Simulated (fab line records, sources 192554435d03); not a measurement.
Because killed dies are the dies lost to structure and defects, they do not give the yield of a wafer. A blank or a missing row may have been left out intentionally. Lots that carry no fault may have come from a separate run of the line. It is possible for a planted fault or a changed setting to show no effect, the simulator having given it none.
What tool caused it?	flow n5_finfet	72 wafers from 24 lots sampled at 6 of the route's 1938 steps

== WHAT THE GAUGES SHOWED, per wafer ==
N5_BEOL_M4_THK_MEAS_53: measures by xrf.
lot	measured	on	M4_THK (nm)
L074	day 7 22:38	film_metro-02	39.5 39.3 40.3
L075	day 8 08:17	film_metro-01	42.3 40.0 40.5
L076	day 8 16:31	film_metro-01	39.7 40.6 40.6
L077	day 9 04:34	film_metro-02	43.9 40.0 42.3
L079	day 9 10:45	film_metro-01	39.0 40.4 38.4
L081	day 9 10:40	film_metro-02	38.0 42.7 37.5
L080	day 9 11:20	film_metro-02	38.3 39.7 39.2
L078	day 9 12:33	film_metro-01	38.2 40.4 41.8
L082	day 9 12:52	film_metro-02	41.6 40.8 41.9
L083	day 10 04:08	film_metro-02	39.1 39.6 41.3
L084	day 10 09:18	film_metro-02	38.9 39.9 38.8
L085	day 11 04:07	film_metro-02	42.8 41.9 41.8
L087	day 11 04:24	film_metro-01	39.2 40.2 41.3
L086	day 11 12:45	film_metro-01	40.1 42.3 43.8
L089	day 11 15:51	film_metro-01	41.8 40.2 40.9
L091	day 11 20:40	film_metro-01	41.3 42.3 42.2
L088	day 11 20:58	film_metro-01	43.2 42.3 43.1
L090	day 12 00:01	film_metro-02	40.0 40.7 38.2
L093	day 12 11:26	film_metro-02	42.1 38.1 41.0
L092	day 12 22:30	film_metro-01	44.6 45.2 43.4
L094	day 13 07:30	film_metro-02	39.5 36.5 40.2
L095	day 13 21:48	film_metro-02	40.8 42.2 40.0
L096	day 13 21:43	film_metro-01	42.5 41.3 42.7
L097	day 14 01:11	film_metro-01	40.5 39.2 40.6

== WHICH TOOL RAN EACH LOT (tool, then ch and the chambers of the sampled wafers, then the start) ==
lot	N5_BEOL_M4_ETCH_41	N5_BEOL_M4_ANNEAL_80	N5_BEOL_M4_ANNEAL_89	N5_BEOL_M4_ANNEAL_95	N5_BEOL_M4_CMP_52
L074	rie_diel-05 ch 1,2,3, day 7 20:23 or earlier	pvd_sputter-03, day 7 20:23	pvd_sputter-03, day 7 21:03	pvd_sputter-03, day 7 21:43	cmp-01 ch 0,1,2, day 7 22:23
L075	rie_diel-05 ch 0,1,2, day 8 06:02 or earlier	pvd_sputter-03, day 8 06:02	pvd_sputter-03, day 8 06:42	pvd_sputter-03, day 8 07:22	cmp-01 ch 1,2,3, day 8 08:00
L076	rie_diel-06 ch 0,3, day 8 14:15 or earlier	pvd_sputter-03, day 8 14:15	pvd_sputter-03, day 8 14:55	pvd_sputter-03, day 8 15:34	cmp-04 ch 0,3, day 8 16:13
L077	rie_diel-06 ch 0,3, day 9 02:19 or earlier	pvd_sputter-03, day 9 02:19	pvd_sputter-03, day 9 02:59	pvd_sputter-03, day 9 03:38	cmp-01 ch 1,2,3, day 9 04:23
L079	rie_diel-04 ch 1,2,3, day 9 08:29 or earlier	pvd_sputter-01, day 9 08:29	pvd_sputter-01, day 9 09:08	pvd_sputter-01, day 9 09:48	cmp-04 ch 0,1,3, day 9 10:27
L081	rie_diel-06 ch 0,3, day 9 08:25 or earlier	pvd_sputter-02, day 9 08:25	pvd_sputter-02, day 9 09:05	pvd_sputter-02, day 9 09:44	cmp-01 ch 0,2,3, day 9 10:27
L080	rie_diel-06 ch 0,1, day 9 09:05 or earlier	pvd_sputter-03, day 9 09:05	pvd_sputter-03, day 9 09:44	pvd_sputter-03, day 9 10:24	cmp-03 ch 1,3, day 9 11:04
L078	rie_diel-05 ch 0,2,3, day 9 10:18 or earlier	pvd_sputter-02, day 9 10:18	pvd_sputter-02, day 9 10:58	pvd_sputter-02, day 9 11:37	cmp-03 ch 2,3, day 9 12:17
L082	rie_diel-05 ch 1,3, day 9 10:37 or earlier	pvd_sputter-01, day 9 10:37	pvd_sputter-01, day 9 11:17	pvd_sputter-01, day 9 11:56	cmp-03 ch 1,2, day 9 12:35
L083	rie_diel-06 ch 2,3, day 10 01:41 or earlier	pvd_sputter-01, day 10 01:41	pvd_sputter-01, day 10 02:21	pvd_sputter-01, day 10 03:01	cmp-01 ch 0,2,3, day 10 03:53
L084	rie_diel-06 ch 0,1, day 10 07:03 or earlier	pvd_sputter-03, day 10 07:03	pvd_sputter-03, day 10 07:43	pvd_sputter-03, day 10 08:22	cmp-04 ch 0,2,3, day 10 09:07
L085	rie_diel-06 ch 0,1,2, day 11 01:53 or earlier	pvd_sputter-01, day 11 01:53	pvd_sputter-01, day 11 02:32	pvd_sputter-01, day 11 03:12	cmp-01 ch 0,1,2, day 11 03:50
L087	rie_diel-05 ch 0,2,3, day 11 02:06 or earlier	pvd_sputter-02, day 11 02:06	pvd_sputter-02, day 11 02:46	pvd_sputter-02, day 11 03:25	cmp-04 ch 0,1,3, day 11 04:13
L086	rie_diel-04 ch 0,1,3, day 11 10:30 or earlier	pvd_sputter-03, day 11 10:30	pvd_sputter-03, day 11 11:10	pvd_sputter-03, day 11 11:49	cmp-01 ch 1,2,3, day 11 12:27
L089	rie_diel-04 ch 0,2,3, day 11 13:36 or earlier	pvd_sputter-03, day 11 13:36	pvd_sputter-03, day 11 14:16	pvd_sputter-03, day 11 14:55	cmp-03 ch 0,2,3, day 11 15:35
L091	rie_diel-04 ch 0,1,3, day 11 18:25 or earlier	pvd_sputter-02, day 11 18:25	pvd_sputter-02, day 11 19:05	pvd_sputter-02, day 11 19:44	cmp-03 ch 0,1,3, day 11 20:27
L088	rie_diel-06 ch 2,3, day 11 18:43 or earlier	pvd_sputter-01, day 11 18:43	pvd_sputter-01, day 11 19:22	pvd_sputter-01, day 11 20:02	cmp-03 ch 0,3, day 11 20:40
L090	rie_diel-04 ch 0,2,3, day 11 21:46 or earlier	pvd_sputter-02, day 11 21:46	pvd_sputter-02, day 11 22:25	pvd_sputter-02, day 11 23:05	cmp-04 ch 0,1, day 11 23:45
L093	rie_diel-04 ch 0,2,3, day 12 08:55 or earlier	pvd_sputter-03, day 12 08:55	pvd_sputter-03, day 12 09:34	pvd_sputter-03, day 12 10:14	cmp-01 ch 0,1,3, day 12 11:08
L092	rie_diel-06 ch 1,2, day 12 20:15 or earlier	pvd_sputter-03, day 12 20:15	pvd_sputter-03, day 12 20:55	pvd_sputter-03, day 12 21:34	cmp-01 ch 0,1,2, day 12 22:19
L094	rie_diel-04 ch 0,1, day 13 05:15 or earlier	pvd_sputter-03, day 13 05:15	pvd_sputter-03, day 13 05:55	pvd_sputter-03, day 13 06:34	cmp-01 ch 1,2,3, day 13 07:14
L095	rie_diel-05 ch 1,2,3, day 13 19:32 or earlier	pvd_sputter-02, day 13 19:32	pvd_sputter-02, day 13 20:11	pvd_sputter-02, day 13 20:51	cmp-01 ch 1,2,3, day 13 21:31
L096	rie_diel-06 ch 1,3, day 13 19:24 or earlier	pvd_sputter-01, day 13 19:24	pvd_sputter-01, day 13 20:04	pvd_sputter-01, day 13 20:43	cmp-03 ch 0,1,2, day 13 21:29
L097	rie_diel-05 ch 0,2, day 13 22:54 or earlier	pvd_sputter-03, day 13 22:54	pvd_sputter-03, day 13 23:34	pvd_sputter-03, day 14 00:13	cmp-03 ch 0,1, day 14 00:53
- N5_BEOL_M4_ETCH_41: etches SiCN in CH3F/O2, target depth 29.9 nm, time 52.5 s.
- N5_BEOL_M4_ANNEAL_80: time 240 s.
- N5_BEOL_M4_ANNEAL_89: time 240 s.
- N5_BEOL_M4_ANNEAL_95: time 240 s.
- N5_BEOL_M4_CMP_52: polishes, stops on SiOC, t overpolish 6.8 s, target thk 40 nm.

== WHAT THE TOOLS THEMSELVES READ (means of the sampled wafers that have a number; where no wafer has one, the mark that the record gives instead) ==
N5_BEOL_M4_ETCH_41.
lot	tool	drypump_motor_current_A (A)	oes_product_au (a.u.)	rf_fwd_power_W (W)	rf_vpp_V (V)	showerhead_plenum_p_Torr (Torr)	throttle_valve_pct (%)
L074	rie_diel-05	6.0	0.77	389.6	296.9	1.96	16.35
L075	rie_diel-05	6.1	0.75	389.1	296.7	1.95	16.45
L076	rie_diel-06	6.0	0.76	392.6	296.5	1.97	16.38
L077	rie_diel-06	5.6	0.84	392.0	296.7	1.97	16.24
L079	rie_diel-04	5.2	0.76	390.7	297.4	2.01	16.54
L081	rie_diel-06	6.0	0.75	391.2	297.2	1.97	16.39
L080	rie_diel-06	5.9	0.71	391.7	295.1	1.88	16.56
L078	rie_diel-05	5.9	0.77	391.0	296.7	1.99	16.40
L082	rie_diel-05	5.6	0.75	390.2	296.8	1.96	16.46
L083	rie_diel-06	5.3	0.90	391.9	296.9	1.98	16.09
L084	rie_diel-06	6.1	0.91	391.9	295.4	1.93	16.24
L085	rie_diel-06	5.9	0.85	391.6	296.3	1.94	16.23
L087	rie_diel-05	5.9	0.74	390.8	297.8	1.98	16.43
L086	rie_diel-04	5.6	0.76	389.4	298.6	2.01	16.56
L089	rie_diel-04	5.3	0.70	391.1	297.7	2.02	16.55
L091	rie_diel-04	5.6	0.75	390.0	297.5	2.01	16.57
L088	rie_diel-06	5.3	0.87	390.8	297.5	1.97	16.11
L090	rie_diel-04	5.3	0.71	391.3	297.9	2.02	16.57
L093	rie_diel-04	5.2	0.70	391.2	297.2	2.02	16.57
L092	rie_diel-06	5.6	0.81	392.1	296.2	1.95	16.24
L094	rie_diel-04	5.9	0.79	390.3	298.5	2.05	16.57
L095	rie_diel-05	6.0	0.74	390.3	296.4	1.94	16.45
L096	rie_diel-06	5.3	0.80	392.1	296.0	1.91	16.34
L097	rie_diel-05	6.2	0.74	388.0	296.6	1.97	16.42

N5_BEOL_M4_ANNEAL_80.
lot	tool	heater_power_w (W)	susceptor_temp_C_max
L074	pvd_sputter-03	841	400.7
L075	pvd_sputter-03	896	400.9
L076	pvd_sputter-03	903	400.8
L077	pvd_sputter-03	888	400.7
L079	pvd_sputter-01	859	400.8
L081	pvd_sputter-02	896	400.9
L080	pvd_sputter-03	897	400.9
L078	pvd_sputter-02	881	401.1
L082	pvd_sputter-01	831	400.9
L083	pvd_sputter-01	853	400.8
L084	pvd_sputter-03	846	400.9
L085	pvd_sputter-01	825	400.9
L087	pvd_sputter-02	881	401.0
L086	pvd_sputter-03	833	400.5
L089	pvd_sputter-03	892	400.6
L091	pvd_sputter-02	907	400.7
L088	pvd_sputter-01	842	401.1
L090	pvd_sputter-02	870	401.0
L093	pvd_sputter-03	891	400.8
L092	pvd_sputter-03	904	400.7
L094	pvd_sputter-03	836	400.7
L095	pvd_sputter-02	894	400.9
L096	pvd_sputter-01	822	400.8
L097	pvd_sputter-03	866	400.8

N5_BEOL_M4_ANNEAL_89.
lot	tool	heater_power_w (W)	susceptor_temp_C_max
L074	pvd_sputter-03	843	400.7
L075	pvd_sputter-03	898	400.7
L076	pvd_sputter-03	886	400.6
L077	pvd_sputter-03	901	400.7
L079	pvd_sputter-01	854	401.0
L081	pvd_sputter-02	899	401.1
L080	pvd_sputter-03	897	400.8
L078	pvd_sputter-02	865	400.9
L082	pvd_sputter-01	839	401.0
L083	pvd_sputter-01	852	400.8
L084	pvd_sputter-03	829	400.9
L085	pvd_sputter-01	820	400.9
L087	pvd_sputter-02	870	400.8
L086	pvd_sputter-03	842	400.9
L089	pvd_sputter-03	891	400.6
L091	pvd_sputter-02	901	400.9
L088	pvd_sputter-01	834	400.7
L090	pvd_sputter-02	874	401.4
L093	pvd_sputter-03	884	400.9
L092	pvd_sputter-03	899	400.7
L094	pvd_sputter-03	826	401.0
L095	pvd_sputter-02	883	400.8
L096	pvd_sputter-01	825	401.0
L097	pvd_sputter-03	882	401.0

N5_BEOL_M4_ANNEAL_95.
lot	tool	heater_power_w (W)	susceptor_temp_C_max
L074	pvd_sputter-03	840	400.8
L075	pvd_sputter-03	916	400.8
L076	pvd_sputter-03	900	400.6
L077	pvd_sputter-03	895	400.8
L079	pvd_sputter-01	855	401.0
L081	pvd_sputter-02	872	401.1
L080	pvd_sputter-03	911	400.7
L078	pvd_sputter-02	882	400.9
L082	pvd_sputter-01	826	401.2
L083	pvd_sputter-01	861	401.0
L084	pvd_sputter-03	832	401.1
L085	pvd_sputter-01	821	400.9
L087	pvd_sputter-02	885	401.0
L086	pvd_sputter-03	840	400.8
L089	pvd_sputter-03	894	400.7
L091	pvd_sputter-02	893	400.9
L088	pvd_sputter-01	837	401.0
L090	pvd_sputter-02	877	401.0
L093	pvd_sputter-03	886	400.5
L092	pvd_sputter-03	894	400.8
L094	pvd_sputter-03	815	401.1
L095	pvd_sputter-02	890	400.7
L096	pvd_sputter-01	822	401.0
L097	pvd_sputter-03	884	401.0

N5_BEOL_M4_CMP_52.
lot	tool	barrier_field_endpoint_s (s)	head_pressure_psi (psi)	motor_current_A (A)	overpolish_run_s (s)	time_to_endpoint_s (s)
L074	cmp-01	24.7	1.0026	6.2	6.797	64
L075	cmp-01	23.9	0.9977	6.4	6.800	63
L076	cmp-04	23.9	1.0006	6.0	6.802	62
L077	cmp-01	25.0	0.9995	6.2	6.800	62
L079	cmp-04	24.5	0.9995	6.0	6.801	63
L081	cmp-01	24.9	0.9987	6.2	6.796	62
L080	cmp-03	25.4	1.0004	6.1	6.801	64
L078	cmp-03	24.8	1.0001	6.5	6.793	61
L082	cmp-03	24.3	0.9999	6.4	6.803	61
L083	cmp-01	24.9	0.9998	6.0	6.794	64
L084	cmp-04	24.9	1.0006	6.1	6.806	66
L085	cmp-01	25.8	0.9995	5.9	6.800	68
L087	cmp-04	24.2	1.0001	6.0	6.801	63
L086	cmp-01	25.5	1.0024	6.4	6.804	67
L089	cmp-03	25.4	0.9981	6.3	6.797	68
L091	cmp-03	25.2	0.9971	6.3	6.803	65
L088	cmp-03	25.8	1.0010	6.5	6.802	64
L090	cmp-04	24.3	1.0017	5.7	6.795	59
L093	cmp-01	24.4	1.0012	5.7	6.795	61
L092	cmp-01	24.7	1.0015	6.1	6.798	62
L094	cmp-01	24.4	0.9992	6.2	6.796	58
L095	cmp-01	24.5	1.0001	6.2	6.804	64
L096	cmp-03	24.7	1.0006	6.2	6.800	62
L097	cmp-03	24.7	1.0001	6.0	6.793	62

== THE ANSWER, worked out from the rows above alone ==
Rule: what is usual is taken from the lots themselves. Put in order of their means at a reading, lots are off if they are a third of the lots or fewer, leave a main group of 4 or more, and stand apart from it by a gap of 3 or more times the standard deviation of the main group's means; of several such gaps the widest counts. Not used: any main group whose means are identical at the precision the tables above print for the reading. A lot without any number at a reading at which 4 lots or more have one is off too. Where the step has rows for the other lots, those lots are counted as sound. Order of review: gauges by route order, followed by the tools' own readings, for which a lot's mean as printed above is used. The first step at which some lot is off is used, and at that step the reading that is off furthest; a lot without a number counts as furthest.
None of the lots is off at any reading shown; this tells nothing.

== WHAT WAS PUT IN BY THE SIMULATOR ==
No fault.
